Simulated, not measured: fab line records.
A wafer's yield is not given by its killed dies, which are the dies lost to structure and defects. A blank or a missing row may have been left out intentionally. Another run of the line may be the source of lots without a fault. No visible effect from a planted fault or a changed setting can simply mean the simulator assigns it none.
What tool caused it? | flow nand_harc | 15 lots, 42 wafers sampled, at 5 steps of a route of 1159

== WHAT EACH GAUGE READ, for each wafer ==
NHARC_A_SOURCE_PLATE_THK_MEAS_09: measures by ellipsometry.
lot  | measured     | on            | thk_nm (nm)
L465 | day 7 09:29  | film_metro-01 | 8.7 8.1 8.6
L467 | day 7 20:20  | film_metro-01 | 11.4 9.4 11.3
L471 | day 8 08:19  | film_metro-01 | 10.4 11.1
L472 | day 8 17:17  | film_metro-02 | 9.1 8.8
L475 | day 9 10:23  | film_metro-01 | 8.6 9.5
L479 | day 10 02:41 | film_metro-01 | 9.0 8.5 10.6
L478 | day 10 02:41 | film_metro-02 | 9.6 9.0 9.2
L480 | day 10 17:32 | film_metro-02 | 11.9 8.2 9.5
L481 | day 10 23:58 | film_metro-01 | 10.2 10.0 8.7
L482 | day 10 23:58 | film_metro-02 | 9.7 9.0 8.2
L483 | day 11 20:52 | film_metro-01 | 10.3 10.0 9.5
L485 | day 11 20:52 | film_metro-02 | 10.6 9.9 9.5
L486 | day 12 05:47 | film_metro-01 | 10.3 9.1 8.0
L487 | day 12 05:47 | film_metro-02 | 9.2 10.7 8.5
L488 | day 12 14:59 | film_metro-01 | 10.0 9.5 10.0

NHARC_A_ONON_D1_THK_MEAS_21: measures by ellipsometry.
lot  | measured     | on            | thk_nm (nm)
L465 | day 8 13:13  | film_metro-02 | 981 982 981
L467 | day 8 19:49  | film_metro-01 | 977 976 976
L471 | day 9 07:48  | film_metro-01 | 1504 1003
L472 | day 9 17:21  | film_metro-02 | 1510 1009
L475 | day 10 09:41 | film_metro-02 | 1507 1003
L479 | day 11 03:24 | film_metro-02 | 1011 1008 1008
L478 | day 11 03:32 | film_metro-02 | 989 991 989
L480 | day 11 21:08 | film_metro-01 | 990 990 990
L481 | day 12 00:19 | film_metro-01 | 1004 1003 1004
L482 | day 12 00:20 | film_metro-02 | 989 992 990
L483 | day 12 18:25 | film_metro-02 | 1006 1004 1004
L485 | day 12 18:25 | film_metro-01 | 1010 1010 1011
L486 | day 13 05:29 | film_metro-02 | 997 998 995
L487 | day 13 05:32 | film_metro-01 | 1002 1001 1002
L488 | day 13 14:39 | film_metro-02 | 992 991 990

NHARC_A_ONON_D1_THK_MEAS_24: measures by ellipsometry.
lot  | measured     | on            | thk_nm (nm)
L465 | day 8 13:47  | film_metro-01 | 999 996 1000
L467 | day 8 20:23  | film_metro-02 | 1005 1007 1007
L471 | day 9 08:22  | film_metro-01 | 1019 1018
L472 | day 9 17:55  | film_metro-01 | 995 996
L475 | day 10 10:17 | film_metro-01 | 1003 1004
L479 | day 11 03:58 | film_metro-02 | 984 982 983
L478 | day 11 04:07 | film_metro-01 | 996 995 992
L480 | day 11 21:42 | film_metro-02 | 1022 1020 1020
L481 | day 12 00:53 | film_metro-02 | 990 989 988
L482 | day 12 00:54 | film_metro-01 | 989 989 989
L483 | day 12 18:59 | film_metro-02 | 997 997 997
L485 | day 12 18:59 | film_metro-02 | 980 980 977
L486 | day 13 06:03 | film_metro-02 | 1004 1003 1005
L487 | day 13 06:08 | film_metro-01 | 985 984 985
L488 | day 13 15:13 | film_metro-02 | 1001 1000 1000

== TOOL THAT RAN EACH LOT (tool first, then ch and the chambers of the sampled wafers, then the start) ==
lot  | NHARC_A_ZERO_WELL_ETCH_19          | NHARC_A_ONON_D1_DEP_19
L465 | rie_diel-06 ch 0,1,3, day 7 03:16  | pecvd_onon-04 ch 0, day 8 12:46
L467 | rie_diel-03 ch 0,1,2, day 7 10:46  | pecvd_onon-04 ch 0, day 8 19:22
L471 | rie_diel-04 ch 1,2, day 7 23:38    | pecvd_onon-04 ch 0, day 9 07:20
L472 | rie_diel-03 ch 0,3, day 8 08:55    | pecvd_onon-04 ch 0, day 9 16:54
L475 | rie_diel-06 ch 0,2, day 9 01:44    | pecvd_onon-04 ch 0, day 10 09:11
L479 | rie_diel-03 ch 0,3, day 9 14:52    | pecvd_onon-02 ch 0, day 11 02:53
L478 | rie_diel-06 ch 1,2,3, day 9 20:02  | pecvd_onon-03 ch 0, day 11 03:02
L480 | rie_diel-06 ch 0,3, day 10 08:20   | pecvd_onon-03 ch 0, day 11 20:44
L481 | rie_diel-06 ch 0,1,3, day 10 15:18 | pecvd_onon-02 ch 0, day 11 23:49
L482 | rie_diel-04 ch 0,1,3, day 10 16:41 | pecvd_onon-03 ch 0, day 11 23:49
L483 | rie_diel-04 ch 0,1,2, day 11 11:45 | pecvd_onon-04 ch 0, day 12 17:54
L485 | rie_diel-03 ch 0,3, day 11 12:32   | pecvd_onon-02 ch 0, day 12 17:55
L486 | rie_diel-06 ch 0,2,3, day 11 21:06 | pecvd_onon-04 ch 0, day 13 05:09
L487 | rie_diel-03 ch 0,3, day 11 21:22   | pecvd_onon-02 ch 0, day 13 05:01
L488 | rie_diel-03 ch 0,2,3, day 12 03:46 | pecvd_onon-04 ch 0, day 13 14:08
- NHARC_A_ZERO_WELL_ETCH_19: etches the open film in N2/H2, target depth 80 nm, overetch 24 nm, time 87.88 s.
- NHARC_A_ONON_D1_DEP_19: target thk 1000 nm.

== WHAT THE TOOLS THEMSELVES READ (means of the sampled wafers that have a number; where no wafer has one, the mark that the record gives instead) ==
NHARC_A_ZERO_WELL_ETCH_19.
lot  | tool        | bias_w (W) | drypump_motor_current_A (A) | oes_product_au (a.u.) | rf_vpp_V (V) | showerhead_plenum_p_Torr (Torr) | throttle_valve_pct (%)
L465 | rie_diel-06 | 150.4      | 6.01                        | 0.995                 | 429.9        | 2.04                            | 14.179
L467 | rie_diel-03 | 150.4      | 5.47                        | 1.011                 | 432.3        | 2.08                            | 14.174
L471 | rie_diel-04 | 149.8      | 5.87                        | 0.988                 | 428.8        | 1.98                            | 14.188
L472 | rie_diel-03 | 150.1      | 5.71                        | 1.005                 | 431.8        | 2.07                            | 14.162
L475 | rie_diel-06 | 149.9      | 5.82                        | 1.008                 | 435.1        | 2.19                            | 14.178
L479 | rie_diel-03 | 150.3      | 5.68                        | 1.003                 | 430.8        | 2.05                            | 14.177
L478 | rie_diel-06 | 150.0      | 5.80                        | 0.997                 | 430.5        | 2.05                            | 14.168
L480 | rie_diel-06 | 150.0      | 6.04                        | 0.991                 | 431.9        | 2.10                            | 14.167
L481 | rie_diel-06 | 150.1      | 6.02                        | 0.987                 | 430.2        | 2.03                            | 14.165
L482 | rie_diel-04 | 149.6      | 5.83                        | 0.992                 | 432.0        | 2.07                            | 14.173
L483 | rie_diel-04 | 150.5      | 5.82                        | 0.998                 | 429.9        | 2.02                            | 14.164
L485 | rie_diel-03 | 149.6      | 5.78                        | 1.024                 | 431.5        | 2.08                            | 14.175
L486 | rie_diel-06 | 149.6      | 5.78                        | 0.993                 | 433.5        | 2.12                            | 14.174
L487 | rie_diel-03 | 149.6      | 5.79                        | 1.004                 | 432.1        | 2.08                            | 14.171
L488 | rie_diel-03 | 150.3      | 5.69                        | 0.993                 | 431.0        | 2.08                            | 14.166

NHARC_A_ONON_D1_DEP_19.
lot  | tool          | susceptor_temp_C (C)
L465 | pecvd_onon-04 | 399.78
L467 | pecvd_onon-04 | 400.19
L471 | pecvd_onon-04 | 399.74
L472 | pecvd_onon-04 | 399.75
L475 | pecvd_onon-04 | 400.03
L479 | pecvd_onon-02 | 399.84
L478 | pecvd_onon-03 | 399.87
L480 | pecvd_onon-03 | 399.54
L481 | pecvd_onon-02 | 400.42
L482 | pecvd_onon-03 | 400.28
L483 | pecvd_onon-04 | 399.94
L485 | pecvd_onon-02 | 399.62
L486 | pecvd_onon-04 | 400.03
L487 | pecvd_onon-02 | 399.90
L488 | pecvd_onon-04 | 400.24

== THE ANSWER, worked out from the rows above alone ==
Rule: usual is defined by the lots themselves. Put in order of their means at a reading, lots are off if they are a third of the lots or fewer, leave a main group of 4 or more, and stand apart from it by a gap of 3 or more times the standard deviation of the main group's means; of several such gaps the widest counts. Not used: any main group whose means are identical at the precision the tables above print for the reading. A lot without any number at a reading at which 4 lots or more have one is off too. Any other lot the step has rows for is counted as sound. Order of review: gauges by route order, followed by the tools' own readings, for which a lot's mean as printed above is used. The first step at which some lot is off is used, and at that step the reading that is off furthest; a lot without a number counts as furthest.
Off, at NHARC_A_ONON_D1_THK_MEAS_21 on thk_nm: L471, L472, L475. The main group: mean 995 nm, standard deviation 10.
If a tool, at a process step before that reading, ran all the lots that are off and no sound lot after the first of them, it fits. Those tools and the gauges at NHARC_A_ONON_D1_THK_MEAS_21 are tried in the same way. None of those tried fits.

== WHAT HAD BEEN PUT IN BY THE SIMULATOR ==
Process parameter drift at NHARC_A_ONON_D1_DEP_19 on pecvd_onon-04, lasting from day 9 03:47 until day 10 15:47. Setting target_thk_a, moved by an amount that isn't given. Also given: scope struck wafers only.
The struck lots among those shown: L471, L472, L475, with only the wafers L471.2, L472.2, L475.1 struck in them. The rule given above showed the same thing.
